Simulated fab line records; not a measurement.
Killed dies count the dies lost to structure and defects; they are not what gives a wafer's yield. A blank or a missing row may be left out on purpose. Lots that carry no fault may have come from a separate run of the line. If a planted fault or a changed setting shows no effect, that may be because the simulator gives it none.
3 desks looking at one fault || flow n5 finfet || what lay behind the numbers comes last; until then each desk has only its own

## THE METROLOGY DESK
Lot by lot, what the gauges showed, no matter which tool ran the lot: averages of those sampled wafers that carry a number. A lot is out of limits, marked OUT, if its mean lies more than 4 standard deviations from the usual mean; the brackets give that distance.
Columns: A = cd nm at N5_BEOL_M7_CD_MEAS_11, usual 38.6 nm; B = M7_OVL at N5_BEOL_M7_OVL_MEAS_12, usual 0.3 nm
{"lot": "L577", "first seen here": "day 9 22:50", "A": 39.0, "B": -0.2}
{"lot": "L586", "first seen here": "day 12 04:17", "A": 38.8, "B": 0.6}
{"lot": "L588", "first seen here": "day 12 11:01", "A": 38.9, "B": -0.0}
{"lot": "L587", "first seen here": "day 12 11:31", "A": 38.6, "B": 0.4}
{"lot": "L589", "first seen here": "day 13 04:10", "A": 38.2, "B": -0.8}
{"lot": "L590", "first seen here": "day 13 04:20", "A": 38.6, "B": 1.0}
{"lot": "L596", "first seen here": "day 14 13:29", "A": 38.4, "B": 1.0}
This desk's finding: nothing out of limits on any of the 7 lots.

## AT THE TOOL OWNER'S DESK: rie metal-01
The tool's own readings at N5_BEOL_M7_HM_OPEN_17 (chemistry Cl2/BCl3, target TiN, target depth 20 nm, overetch 6 nm): means of the sampled wafers that have a number, for each lot that ran on this tool. A lot is out of limits, marked OUT, if its mean lies more than 4 standard deviations from the usual mean; the brackets give that distance.
Columns: A = drypump motor current A at N5_BEOL_M7_HM_OPEN_17, usual 5.5 A; B = oes product au at N5_BEOL_M7_HM_OPEN_17, usual 0.70 a.u.; C = rf fwd power W at N5_BEOL_M7_HM_OPEN_17, usual 993 W; D = throttle valve pct at N5_BEOL_M7_HM_OPEN_17, usual 22.07 %
{"lot": "L586", "first seen here": "day 12 04:40", "A": 5.2, "B": 0.73, "C": 992, "D": 22.05}
{"lot": "L588", "first seen here": "day 12 11:23", "A": 5.2, "B": 0.67, "C": 991, "D": 22.17}
{"lot": "L587", "first seen here": "day 12 11:53", "A": 5.2, "B": 0.68, "C": 990, "D": 22.14}
{"lot": "L589", "first seen here": "day 13 04:35", "A": 5.2, "B": 0.69, "C": 996, "D": 22.15}
This desk's finding: nothing out of limits on any of the 4 lots.

## THE DEFECT DESK
Lot by lot, what the route's inspections counted, given as the mean of those sampled wafers with a number. A lot is out of limits, marked OUT, if its mean lies more than 4 standard deviations from the usual mean; the brackets give that distance.
Columns: A = raw defect count at N5_BEOL_M7_INSPECT_13, usual 407
{"lot": "L577", "first seen here": "day 9 22:53", "A": 402}
{"lot": "L586", "first seen here": "day 12 04:20", "A": 334}
{"lot": "L588", "first seen here": "day 12 11:04", "A": 362}
{"lot": "L587", "first seen here": "day 12 11:34", "A": 539}
{"lot": "L589", "first seen here": "day 13 04:13", "A": 486}
{"lot": "L590", "first seen here": "day 13 04:23", "A": 455}
{"lot": "L596", "first seen here": "day 14 13:33", "A": 449}
This desk's finding: nothing out of limits on any of the 7 lots.

## ALL TOGETHER
Metrology desk: nothing out of limits seen.
The tool owner's desk saw nothing out of limits.
Nothing the defect desk looked at was out of limits.

## WHAT THE SIMULATOR HAD PUT IN
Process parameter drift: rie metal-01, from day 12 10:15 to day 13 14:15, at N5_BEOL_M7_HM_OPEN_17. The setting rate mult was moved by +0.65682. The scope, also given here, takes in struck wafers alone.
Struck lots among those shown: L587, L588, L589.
